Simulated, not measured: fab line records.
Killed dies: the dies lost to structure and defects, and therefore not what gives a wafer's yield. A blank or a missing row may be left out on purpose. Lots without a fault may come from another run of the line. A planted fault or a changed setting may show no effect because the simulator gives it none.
Struck lot and sound lot, side by side :: flow n5 finfet :: 20 steps out of a route of 1938
Sound: the wafers L278.2, L278.4, L278.5. Struck: wafers L291.3, L291.5, L291.6. The cause is named last.
For every step that has rows: the tool of each side, followed by ch and its chambers, followed by its first start. Under that, the readings that differ: sound wafers :: struck wafers :: difference of the means :: sigmas: that difference in standard deviations of wafers without a fault.
alike: readings whose means differ by less than 2 such deviations, and words and numbers that are the same on both sides. not compared: withheld readings, readings that some wafer has no value for, bounds like >300 that may hide the same value, and numbers for which the record gives no deviation and whose values overlap.
A row with sigmas, a row that says differs or no value, or rows on one side alone: a step with any of these is where the two part. Non-overlapping numbers with no deviation appear without sigmas and do not part them. A reading missing from all wafers of one side parts the sides only when that side holds two or more wafers.

N5_BEOL_M0_RS_MEAS_126: a four-point-probe measurement.
  sound: film metro-01 at day 7 23:04; struck: film metro-01 at day 10 17:13
  alike: M0_RS
N5_BEOL_M0_INSPECT_127: inspects for defects (darkfield).
  sound: defect inspect-02 at day 7 23:05; struck: defect inspect-02 at day 10 17:14
  alike: raw defect count
N5_BEOL_M1_ILD_DEP_00: deposits SiOC from DEMS/O2, target thk 79 nm, time 15.3 s.
  sound on pecvd-04 ch 0,1,2, day 7 23:08; struck on pecvd-04 ch 0,1, day 10 17:16
  alike: chamber pressure Torr, heater power w, showerhead plenum p Torr, throttle valve pct
N5_BEOL_M1_THK_MEAS_01:
  sound: film metro-01 at day 7 23:11; struck: film metro-02 at day 10 17:20
  alike: M1_ILD_THK
N5_BEOL_M1_PECVD_72: deposits SiO2 from TEOS/O2, target thk 16 nm, time 18 s.
  sound on pecvd-03 ch 0,1, day 7 23:14; struck on pecvd-02 ch 1,2, day 10 17:23
reading: heater power w (W)
sound: 636 619 570
struck: 869 724 896
difference: +221
sigmas: +3
  alike: chamber pressure Torr, showerhead plenum p Torr, throttle valve pct
N5_BEOL_M1_HM_DEP_02: deposits TiN, target thk 20 nm.
  sound: pvd sputter-03 at day 8 02:16; struck: pvd sputter-03 at day 10 17:39
  alike: chamber pressure pa, throttle valve pct
then, 6 steps without rows for these wafers: N5_BEOL_M1_COAT_61 (time 60 s, resist thk 60 nm); N5_BEOL_M1_COAT_62 (time 60 s, resist thk 12 nm); N5_BEOL_M1_COAT_73 (time 60 s, resist thk 5 nm); N5_BEOL_M1_COAT_05 (resist thk 30 nm); N5_BEOL_M1_EBR_07; N5_BEOL_M1_SOFTBAKE_06 (time 60 s).
N5_BEOL_M1_EXPOSE_08: exposes mask M1.
  sound on euv scanner-01 ch 0, day 8 02:34; struck on euv scanner-02 ch 0, day 10 17:55
reading: focus offset nm (nm)
sound: 0.8 1.1 0.6
struck: -0.4 -0.3 0.1
difference: -1.0
sigmas: -2

reading: model.BEOL_M1.overlay x nm (nm)
sound: -0.4 -0.4 -0.4
struck: 5.6 5.6 5.6
difference: +6.0
sigmas: 
  alike: mask
then, 2 steps without rows for these wafers: N5_BEOL_M1_PEB_09 (peb time 60 s); N5_BEOL_M1_DEVELOP_10 (develop time 30 s).
N5_BEOL_M1_CD_MEAS_11: the cd target is 17.05 nm.
  sound on cd sem-01 ch 0, day 8 02:41; struck on cd sem-02 ch 0, day 10 18:02
reading: cd nm (nm)
sound: 16.86 16.64 16.97
struck: 17.43 17.22 17.23
difference: +0.47
sigmas: +2
N5_BEOL_M1_OVL_MEAS_12:
  sound on overlay-02 ch 0, day 8 02:44; struck on overlay-01 ch 0, day 10 18:05
reading: M1_OVL (nm)
sound: -0.8 -0.1 -0.7
struck: 6.4 5.7 5.8
difference: +6.5
sigmas: +8
N5_BEOL_M1_INSPECT_13: inspects for defects (brightfield).
  sound: defect inspect-02 at day 8 02:47; struck: defect inspect-02 at day 10 18:07
  alike: raw defect count
-- record jumps: 2 days separate the struck wafers' starts on either side; left off in module BEOL_M1, taken up again in module BEOL_M4, whose first shown step is the route's number 1111 --
N5_BEOL_M4_RC_MEAS_101:
  sound on prober-01 ch 0, day 10 03:54; struck on prober-02 ch 0, day 13 01:22
  alike: DIBL_N, DIBL_P, IOFF_N, IOFF_P, ION_N, ION_P, SS_N, SS_P, VT_N, VT_P
-- here the record skips 4 days between the struck wafers' starts before and after, leaving off in module BEOL_M4 and picking up in module PASSIVATION (first step shown: number 1936 of the route) --
N5_PASSIVATION_PROBE_49:
  only the struck wafers here have rows in the record (prober-01, day 17 09:22); the sound ones have none

== WHERE THEY PART ==
First at N5_BEOL_M1_PECVD_72; last, within this record, at N5_PASSIVATION_PROBE_49.

WHY: what had been put in by the simulator
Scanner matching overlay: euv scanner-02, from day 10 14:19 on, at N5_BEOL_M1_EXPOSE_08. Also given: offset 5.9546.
